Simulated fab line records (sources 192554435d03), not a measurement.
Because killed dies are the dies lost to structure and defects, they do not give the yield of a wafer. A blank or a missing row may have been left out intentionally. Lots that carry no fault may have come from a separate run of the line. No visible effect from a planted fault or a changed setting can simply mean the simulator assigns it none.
fab line records	flow n5_finfet
record: lots: 7	wafers: 21	last_day: 17
route steps=1938 shown BEOL_M1@772
lots with no fault: from the same line, run without faults
start_h: start of the lot's first displayed wafer, in hours after the record's first day	wait_h: hours elapsed since this lot's preceding step	" identical to the entry in the row above	L1.1+2: a single row standing in for several wafers	- no value present, or no start provided	* or withheld: withheld	< > ~ a bound
route shown NAME@n: NAME is a module with steps in the file, n the number in the route of the first one	usual: average and standard deviation across the fault-free wafers	same: alike in all rows	chamber/n: place in a boat	sites: the reading at each site	_std_site: their standard deviation	_edge_site: the outer-site mean with the inner-site mean subtracted	radius_mm: for every site, how far away it sits from the centre of the wafer	mask NAME#n: copy n	behind: the tool/chamber that last shaped the wafer	hold: why the lot went on hold/how many hours it stayed there/how the hold came to an end	device: names the non-switching transistor (n, p or np)	end of line: the route-end tests of the same wafers	a step without rows: its recipe alone	killed: count of dies lost to structure and defects at first sort (not the wafer's yield)	map: dies across one wafer; x = killed, . = not, _ = none there
set.NAME: the setting as run; set.NAME@STEP: as run at that earlier step	model.NAME: the simulator's own value behind a step, which no gauge read
lots at some steps of the route; a table a step, a row a wafer
services: a tool's chamber out of use, with start hour (start_h, from the record's first day; less than 0 if before it), hours out, and reason
== steps ==
step: N5_BEOL_M1_STRIP_75
recipe: chemistry: N2/H2	temp_c: 40	n2_flow_sccm: 200	h2_flow_sccm: 200	rf_frequency_hz: 6e+07
step: N5_BEOL_M1_STRIP_66
recipe: chemistry: CF4	resist: SiARC	power_w: 300	bias_power_w: 75	pressure_mtorr: 50	cf4_flow_sccm: 150	rf_frequency_hz: 6e+07
usual: chamber_pressure_mTorr: 50.00/0.054	drypump_motor_current_A: 5.7/0.37	oes_product_au: 0.79/0.068	rf_vpp_V: 271.1/1.1	showerhead_plenum_p_Torr: 1.80/0.033	throttle_valve_pct: 13.57/0.29
lot.wafer	tool	chamber	start_h	wait_h	chamber_pressure_mTorr	drypump_motor_current_A	oes_product_au	rf_hours_counter_h	rf_vpp_V	showerhead_plenum_p_Torr	throttle_valve_pct
L594.1	rie_diel-05	1	128.97	0.0	50.06	6.2	0.81	80	271.3	1.82	13.78
L594.4	"	0	"	"	50.06	5.7	0.71	-	271.1	1.78	13.92
L594.5	"	1	"	"	50.00	6.2	0.81	-	270.2	1.82	13.77
L595.1	rie_diel-05	1	141.91	0.0	50.00	6.2	0.79	86	271.3	1.82	13.80
L595.2	"	3	"	"	49.96	5.4	0.74	162	272.0	1.80	14.08
L595.5	"	1	"	"	50.06	6.2	0.81	-	272.1	1.82	13.77
L596.2	rie_diel-03	3	149.07	0.0	50.02	6.2	0.91	26	271.5	1.82	13.28
L596.4	"	2	"	"	49.97	5.5	0.75	136	271.9	1.80	13.56
L596.6	"	1	"	"	50.00	6.2	0.75	-	271.6	1.87	13.54
L608.1	rie_diel-03	0	217.93	0.0	49.97	6.2	0.77	134	270.2	1.73	13.41
L608.3	"	2	"	"	50.00	5.5	0.73	157	272.6	1.80	13.60
L608.4	"	3	"	"	49.98	6.2	0.86	46	272.1	1.82	13.36
L613.3	rie_diel-01	2	254.96	0.0	50.00	5.7	0.81	78	271.2	1.75	13.35
L613.5	"	2	"	"	49.94	5.7	0.81	-	271.0	1.75	13.37
L613.6	"	3	"	"	49.96	5.1	0.92	-	272.2	1.83	13.23
L612.3	rie_diel-01	2	255.49	0.0	49.90	5.7	0.80	78	271.0	1.75	13.36
L612.4	"	3	"	"	50.05	5.1	0.92	18	272.0	1.83	13.21
L612.5	"	2	"	"	50.01	5.7	0.80	-	270.1	1.75	13.36
L615.3	rie_diel-01	2	261.01	0.0	50.00	5.7	0.80	80	270.1	1.75	13.37
L615.4	"	0	"	"	49.96	5.6	0.73	161	271.9	1.79	13.60
L615.6	"	3	"	"	49.99	5.2	0.92	-	270.5	1.83	13.24
step: N5_BEOL_M1_HM_OPEN_17
recipe: chemistry: Cl2/BCl3	target_depth_a: 200	overetch_a: 60	target: TiN	mask_material: SOC	ion_energy_ev: 150	pressure_mtorr: 10	icp_w: 1000	bias_w: 126	Cl2_flow_sccm: 53.25	bcl3_flow_sccm: 21.75	Ar_flow_sccm: 25
usual: chamber_pressure_mTorr: 10.000/0.0085	drypump_motor_current_A: 5.98/0.22	oes_product_au: 0.62/0.092	throttle_valve_pct: 22.32/0.23
lot.wafer	tool	chamber	start_h	wait_h	chamber_pressure_mTorr	drypump_motor_current_A	oes_product_au	rf_hours_counter_h	throttle_valve_pct
L594.1	rie_metal-03	0	129.01	0.0	9.999	5.78	0.52	122	22.70
L594.4	"	0	"	"	10.005	5.78	0.52	-	22.69
L594.5	"	0	"	"	9.993	5.79	0.52	-	22.68
L595.1	rie_metal-01	1	141.95	0.0	9.992	5.71	0.55	92	22.15
L595.2	"	0	"	"	10.004	6.41	0.67	34	22.20
L595.5	"	0	"	"	10.008	6.39	0.66	-	22.22
L596.2	rie_metal-02	0	149.14	0.1	9.990	6.09	0.53	-	22.63
L596.4	"	0	"	"	10.008	6.11	0.53	-	22.63
L596.6	"	0	"	"	9.995	6.09	0.53	-	22.64
L608.1	rie_metal-02	0	217.97	0.0	9.996	6.08	0.52	135	22.63
L608.3	"	0	"	"	10.004	6.06	0.52	-	22.65
L608.4	"	1	"	"	10.005	5.82	0.62	-	22.20
L613.3	rie_metal-01	0	255.03	0.1	10.003	6.40	0.64	-	22.23
L613.5	"	0	"	"	10.009	6.39	0.64	-	22.23
L613.6	"	1	"	"	9.998	5.72	0.54	-	22.16
L612.3	rie_metal-02	0	255.57	0.1	9.981	6.07	0.84	-	22.33
L612.4	"	1	"	"	9.996	5.81	0.62	-	22.21
L612.5	"	1	"	"	9.997	5.84	0.62	-	22.22
L615.3	rie_metal-02	1	261.08	0.1	9.987	5.82	0.62	-	22.22
L615.4	"	0	"	"	10.000	6.11	0.82	-	22.33
L615.6	"	1	"	"	10.017	5.82	0.61	-	22.23
step: N5_BEOL_M1_STRIP_19
recipe: chemistry: O2	power_w: 400	temp_c: 40	pressure_mtorr: 30	rf_frequency_hz: 6e+07	bias_power_w: 0	overash_fraction: 0.2	o2_flow_sccm: 225
usual: chamber_pressure_mTorr: 30.000/0.029	drypump_motor_current_A: 5.7/0.39	oes_product_au: 0.79/0.069	rf_vpp_V: 3.6/0.48	showerhead_plenum_p_Torr: 2.11/0.044	temp_c: 39.99/0.1	throttle_valve_pct: 16.7/0.31
lot.wafer	tool	chamber	start_h	wait_h	chamber_pressure_mTorr	drypump_motor_current_A	oes_product_au	rf_hours_counter_h	rf_vpp_V	showerhead_plenum_p_Torr	temp_c	throttle_valve_pct
L594.1	rie_diel-05	3	129.12	0.1	30.013	5.4	0.75	156	4.2	2.09	40.05	17.1
L594.4	"	1	"	"	29.956	6.2	0.82	-	4.5	2.12	40.04	16.9
L594.5	"	3	"	"	30.021	5.4	0.75	-	3.5	2.09	40.05	17.1
L595.1	rie_diel-03	0	142.06	0.1	29.974	6.2	0.80	113	3.8	2.02	40.01	16.4
L595.2	"	3	"	"	30.048	6.2	0.91	25	3.9	2.15	40.06	16.5
L595.5	"	1	"	"	30.048	6.1	0.76	-	3.7	2.20	39.91	16.6
L596.2	rie_diel-03	3	149.38	0.2	29.983	6.2	0.92	26	4.2	2.15	40.17	16.5
L596.4	"	0	"	"	30.019	6.2	0.80	114	3.2	2.02	39.88	16.4
L596.6	"	3	"	"	29.978	6.2	0.91	-	3.2	2.15	40.00	16.5
L608.1	rie_diel-03	1	218.08	0.1	30.019	6.2	0.74	164	4.1	2.19	39.92	16.7
L608.3	"	3	"	"	30.042	6.2	0.88	47	3.7	2.14	39.93	16.5
L608.4	"	0	"	"	29.983	6.2	0.78	134	3.6	2.02	39.91	16.4
L613.3	rie_diel-01	3	255.11	0.1	29.953	5.1	0.95	18	3.9	2.14	40.02	16.3
L613.5	"	1	"	"	30.017	5.8	0.82	-	3.6	2.12	40.08	16.7
L613.6	"	0	"	"	29.986	5.6	0.75	-	3.3	2.10	39.92	16.7
L612.3	rie_diel-03	0	255.71	0.1	29.996	6.2	0.77	145	4.0	2.01	40.01	16.4
L612.4	"	1	"	"	30.023	6.2	0.73	-	3.7	2.18	40.05	16.7
L612.5	"	3	"	"	30.018	6.2	0.86	-	3.5	2.14	39.99	16.5
L615.3	rie_diel-05	1	261.25	0.1	30.035	6.2	0.77	119	3.1	2.11	40.26	17.0
L615.4	"	0	"	"	29.959	5.7	0.68	250	3.6	2.07	40.04	17.1
L615.6	"	1	"	"	30.035	6.2	0.77	-	3.9	2.11	40.32	17.0
step: N5_BEOL_M1_CD_MEAS_18
recipe: pitch_nm: 36	target_cd_nm: 18
usual: cd_nm: 18.07/0.28
lot.wafer	tool	chamber	start_h	wait_h	cd_nm
L594.1	cd_sem-01	-	129.19	0.0	17.77
L594.4	"	-	"	"	17.97
L594.5	"	-	"	"	18.52
L595.1	cd_sem-02	-	142.13	0.0	17.98
L595.2	"	-	"	"	17.89
L595.5	"	-	"	"	17.80
L596.2	cd_sem-02	-	149.46	0.1	17.78
L596.4	"	-	"	"	18.02
L596.6	"	-	"	"	17.84
L608.1	cd_sem-01	-	218.15	0.0	18.33
L608.3	"	-	"	"	18.36
L608.4	"	-	"	"	18.13
L613.3	cd_sem-03	-	255.18	0.1	18.48
L613.5	"	-	"	"	18.13
L613.6	"	-	"	"	18.42
L612.3	cd_sem-03	-	255.78	0.1	18.26
L612.4	"	-	"	"	18.07
L612.5	"	-	"	"	17.68
L615.3	cd_sem-01	-	261.32	0.1	18.01
L615.4	"	-	"	"	17.81
L615.6	"	-	"	"	17.70
step: N5_BEOL_M1_COAT_67
recipe: resist: SOC	temp_c: 250	time_s: 60	spin_rpm: 1500	resist_thk_nm: 60
step: N5_BEOL_M1_COAT_68
recipe: resist: SiARC	temp_c: 220	time_s: 60	spin_rpm: 1500	resist_thk_nm: 12
step: N5_BEOL_M1_COAT_76
recipe: resist: underlayer	temp_c: 205	time_s: 60	spin_rpm: 1500	resist_thk_nm: 5
step: N5_BEOL_M1_COAT_22
recipe: resist: CAR-EUV	spin_rpm: 1500	resist_thk_nm: 30
step: N5_BEOL_M1_EBR_24
recipe: solvent: PGMEA	ebr_width_mm: 1.5
step: N5_BEOL_M1_SOFTBAKE_23
recipe: temp_c: 110	time_s: 60	resist: CAR-EUV
step: N5_BEOL_M1_EXPOSE_25
recipe: mask_id: V0	na: 0.33	source_shape: quasar	sigma_inner: 0.2	sigma_outer: 0.8	polarization: unpolarized	defocus_nm: 5	target_cd_nm: 24	dose_mj: 63
step: N5_BEOL_M1_PEB_26
recipe: peb_temp_c: 100	peb_time_s: 60	resist: CAR-EUV
usual: chill_plate_temp_C: 23.00/0.11	exhaust_pa: 44.8/0.83	resist_line_temp_C: 22.99/0.11
lot.wafer	tool	chamber	start_h	wait_h	chill_plate_temp_C	exhaust_pa	resist_line_temp_C
L594.1	litho_track-01	-	129.44	0.1	-	-	-
L594.4	"	-	"	"	-	-	-
L594.5	"	-	"	"	-	-	-
L595.1	litho_track-01	-	142.38	0.1	-	-	-
L595.2	"	-	"	"	-	-	-
L595.5	"	-	"	"	-	-	-
L596.2	litho_track-03	-	149.71	0.1	-	-	-
L596.4	"	-	"	"	-	-	-
L596.6	"	-	"	"	-	-	-
L608.1	litho_track-01	0	218.40	0.1	22.79	45.8	22.83
L608.3	"	0	"	"	22.96	45.1	22.84
L608.4	"	0	"	"	22.77	43.7	22.88
L613.3	litho_track-01	0	255.46	0.1	23.17	45.7	23.25
L613.5	"	0	"	"	23.02	46.2	23.26
L613.6	"	0	"	"	23.13	45.4	22.96
L612.3	litho_track-03	0	256.03	0.1	22.97	44.2	22.94
L612.4	"	0	"	"	23.08	44.3	23.05
L612.5	"	0	"	"	23.01	45.0	22.90
L615.3	litho_track-01	0	261.70	0.1	22.93	44.2	22.92
L615.4	"	0	"	"	22.87	44.5	23.07
L615.6	"	0	"	"	23.08	43.8	23.00
step: N5_BEOL_M1_DEVELOP_27
recipe: develop_time_s: 30	developer: TMAH	resist: CAR-EUV	rinse_liquid: surfactant_rinse	dry: air_spin	dev_temp_c: 23
== services ==
tool	chamber	start_h	hours	kind
rie_diel-05	0	106.62	15.8	repair
rie_metal-02	0	110.07	1.7	repair
rie_diel-01	0	123.95	6.4	repair
rie_metal-02	1	143.60	13.3	repair
litho_track-03	-	154.05	-	consumable_replace:filter
litho_track-01	-	167.80	-	consumable_replace:filter
rie_diel-01	3	177.08	-	clean
rie_diel-01	3	177.08	-	consumable_replace:focus_ring
rie_diel-01	3	177.08	12.5	scheduled_down
rie_diel-01	3	177.08	12.5	vent_cycle
rie_metal-02	1	182.26	13.6	repair
rie_metal-03	0	201.58	16.2	repair
rie_metal-02	0	218.93	-	clean
rie_metal-02	0	218.93	18.7	scheduled_down
rie_metal-02	0	218.93	18.7	vent_cycle
litho_track-01	-	226.73	-	consumable_replace:filter
rie_diel-01	-	232.90	2.8	pm
rie_diel-03	2	248.66	32.5	repair
rie_diel-05	-	255.94	4.4	repair
rie_diel-03	3	261.12	1.6	repair
rie_diel-05	0	261.54	-	clean
rie_diel-05	0	261.54	-	consumable_replace:focus_ring
rie_diel-05	0	261.54	20.1	scheduled_down
rie_diel-05	0	261.54	20.1	vent_cycle
== key ==
first_sign: step: N5_BEOL_M1_PEB_26	reading: tool_record	direction: missing
effect none on later readings
met_at N5_BEOL_M1_PEB_26
struck_wafers L594.1,L594.4,L594.5,L595.1,L595.2,L595.5,L596.2,L596.4,L596.6
later_rows_left_out L594.1,L594.4,L594.5,L595.1,L595.2,L595.5,L596.2,L596.4,L596.6
sort_left_out L594.1,L594.4,L594.5,L595.1,L595.2,L595.5,L596.2,L596.4,L596.6
fault: kind: skipped_step_whole	tool: litho_track-01,litho_track-03	chamber: -	onset_h: 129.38	steps: N5_BEOL_M1_PEB_26	scope: struck_lots_only
sort_left_out: the simulated sort isn't trusted on such a fault, so these wafers' sort isn't shown, and their yield isn't known
later_rows_left_out: the simulator's readings of these wafers behind a module that went badly wrong aren't trusted and aren't shown, but for the sort
